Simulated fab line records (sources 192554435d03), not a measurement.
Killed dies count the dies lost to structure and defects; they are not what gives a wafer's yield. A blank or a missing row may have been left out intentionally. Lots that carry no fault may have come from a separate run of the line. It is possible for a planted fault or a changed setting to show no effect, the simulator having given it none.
A lot that was struck, set against a sound lot ; flow n5-finfet ; 15 out of 1938 route steps
Sound: the wafers L197.1, L197.4, L197.6. Struck: wafer L190.2. (L190.4 of the same lot was not struck and is left out.) The cause comes at the end.
Per side, at each step with rows, come the tool, then ch with its chambers, and then its first start. Under that, the readings that differ: sound wafers ; struck wafers ; difference of the means ; sigmas: that difference in standard deviations of wafers without a fault.
alike: readings with means less than 2 such deviations apart, plus words and numbers identical on both sides. not compared: withheld readings, readings lacking a value on some wafer, bounds such as >300 that could conceal the same value, and numbers that have no deviation in the record and whose values overlap.
A row with sigmas, a row that says differs or no value, or rows on one side alone: a step with any of these is where the two part. Numbers that don't overlap but have no deviation are shown without sigmas and don't part them. Lack of a reading on every wafer of one side parts them only where that side has two or more wafers.

first, 7 steps without rows for these wafers: N5_BEOL_M8_COAT_71 (time 60 s, resist thk 5 nm); N5_BEOL_M8_COAT_22 (resist thk 30 nm); N5_BEOL_M8_EBR_24; N5_BEOL_M8_SOFTBAKE_23 (time 60 s); N5_BEOL_M8_EXPOSE_25 (exposes mask V7, target cd 40 nm); N5_BEOL_M8_PEB_26 (peb time 60 s); N5_BEOL_M8_DEVELOP_27 (develop time 30 s).
N5_BEOL_M8_CD_MEAS_28 targets a cd of 40 nm.
  sound on cd-sem-01 ch 0, day 14 01:01; struck on cd-sem-02 ch 0, day 11 16:28
  alike: cd-nm
N5_BEOL_M8_OVL_MEAS_29:
  sound on overlay-02 ch 0, day 14 01:03; struck on overlay-02 ch 0, day 11 16:31
  alike: V7_OVL
N5_BEOL_M8_INSPECT_30: inspects for defects (brightfield).
  sound: defect-inspect-02 at day 14 01:07; struck: defect-inspect-01 at day 11 16:34
reading;sound;struck;difference;sigmas
raw-defect-count;561 626 602;362;-234;-2
N5_BEOL_M8_DESCUM_33: chemistry O2, time 7 s.
  sound on rie-diel-06 ch 1,2, day 14 01:08; struck on rie-diel-05 ch 3, day 11 16:38
reading;sound;struck;difference;sigmas
oes-product-au (a.u.);0.92 0.92 0.87;0.68;-0.22;-3
  alike: chamber-pressure-mTorr, drypump-motor-current-A, rf-vpp-V, showerhead-plenum-p-Torr, throttle-valve-pct
  not compared: rf-hours-counter-h
N5_BEOL_M8_ETCH_72: etches underlayer in N2/H2, target depth 6.5 nm, time 5.2 s.
  sound on rie-diel-06 ch 1,2, day 14 01:11; struck on rie-diel-05 ch 3, day 11 16:41
reading;sound;struck;difference;sigmas
oes-product-au (a.u.);0.76 0.76 0.74;0.57;-0.18;-3
throttle-valve-pct (%);17.71 17.70 17.74;18.22;+0.50;+3
  alike: chamber-pressure-mTorr, drypump-motor-current-A, etch-rf-on-time-s, rf-vpp-V, showerhead-plenum-p-Torr
  not compared: rf-hours-counter-h
N5_BEOL_M8_ETCH_65: etches SiARC in CF4, target depth 15.6 nm, time 26 s.
  sound on rie-diel-06 ch 1,2, day 14 01:11; struck on rie-diel-05 ch 3, day 11 16:41
reading;sound;struck;difference;sigmas
etch-rf-on-time-s (s);27.7 27.6 26.0;32.9;+5.8;+6
oes-product-au (a.u.);0.76 0.76 0.73;0.52;-0.23;-3
  alike: chamber-pressure-mTorr, drypump-motor-current-A, rf-vpp-V, showerhead-plenum-p-Torr, throttle-valve-pct
  not compared: rf-hours-counter-h
N5_BEOL_M8_ETCH_66: etches SOC in N2/H2, target depth 80 nm, overetch 16 nm, time 120 s.
  sound on rie-diel-06 ch 1,2, day 14 01:13; struck on rie-diel-05 ch 3, day 11 16:43
reading;sound;struck;difference;sigmas
oes-product-au (a.u.);0.70 0.71 0.66;0.53;-0.16;-3
throttle-valve-pct (%);17.66 17.66 17.69;18.18;+0.51;+3
  alike: chamber-pressure-mTorr, drypump-motor-current-A, rf-vpp-V, showerhead-plenum-p-Torr
  not compared: rf-hours-counter-h
then, 1 step without rows for these wafers: N5_PASSIVATION_PROBE_49.

## WHERE THEY PART
Earliest at N5_BEOL_M8_INSPECT_30; latest, in this record, at N5_BEOL_M8_ETCH_66.

WHY: whatever the simulator had introduced
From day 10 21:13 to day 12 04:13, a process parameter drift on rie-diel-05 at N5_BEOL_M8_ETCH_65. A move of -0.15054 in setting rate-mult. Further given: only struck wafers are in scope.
